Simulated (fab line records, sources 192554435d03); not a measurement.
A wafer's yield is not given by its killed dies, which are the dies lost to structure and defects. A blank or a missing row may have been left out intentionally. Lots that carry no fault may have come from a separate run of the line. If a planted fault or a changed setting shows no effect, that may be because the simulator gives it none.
Matching of chambers	flow n5-finfet	N5_BEOL_M0_CO_CAP_123 on cvd-co-01: 3 sister chambers
The step material Co, precursor CCTBA/H2, target thk 2 nm, time 102.1 s. 36 wafers are shown with their chamber, then 12 later ones without.

== EACH WAFER AND ITS CHAMBER ==
wafer	chamber	heater-power-w (W)
L075.1	2	186
L075.4	1	226
L075.6	2	178
L078.1	0	274
L078.2	1	224
L078.3	2	181
L080.1	1	225
L080.4	1	225
L080.5	1	226
L081.1	2	185
L081.2	0	274
L081.6	1	225
L083.1	0	277
L083.2	1	218
L083.3	2	184
L083.4	0	277
L083.5	1	225
L083.6	2	188
L086.3	1	227
L086.4	0	282
L086.6	1	231
L085.2	0	279
L085.4	0	276
L085.6	1	223
L088.1	0	275
L088.2	1	225
L088.3	2	182
L088.4	0	277
L088.5	1	221
L088.6	2	184
L087.1	0	276
L087.2	2	189
L087.3	1	222
L087.4	0	276
L087.5	1	220
L087.6	2	182

SIGNATURES (means of the wafers above)
reading	chamber 0	chamber 1	chamber 2	scatter within a chamber
heater-power-w	276.64	224.20	183.90	2.95
Rule: for a wafer and a chamber, the distance is found by dividing, reading by reading, the gap between the wafer's reading and the chamber's mean by the reading's scatter, squaring, summing and taking the root. The wafer belongs to the nearest chamber; if the next one is less than 2 further off, it can't be placed. The scatter: take each reading less its chamber's mean, square it, sum over the shown wafers, divide by the number of wafers less the number of chambers, and take the root.

== WAFERS WITH NO CHAMBER GIVEN ==
wafer	heater-power-w (W)
L092.2	228
L092.3	186
L092.5	277
L094.2	281
L094.4	228
L094.5	186
L095.1	185
L095.2	225
L095.3	274
L097.1	227
L097.3	188
L097.4	184

== THE CHAMBER EACH PASSED THROUGH ==
wafer	from the rows above	in truth
L092.2	1	1
L092.3	2	2
L092.5	0	0
L094.2	0	0
L094.4	1	1
L094.5	2	2
L095.1	2	2
L095.2	1	1
L095.3	0	0
L097.1	1	1
L097.3	2	2
L097.4	2	2
12 of 12 placed correctly. From these rows, 0 cannot be placed. Wrongly placed: 0.
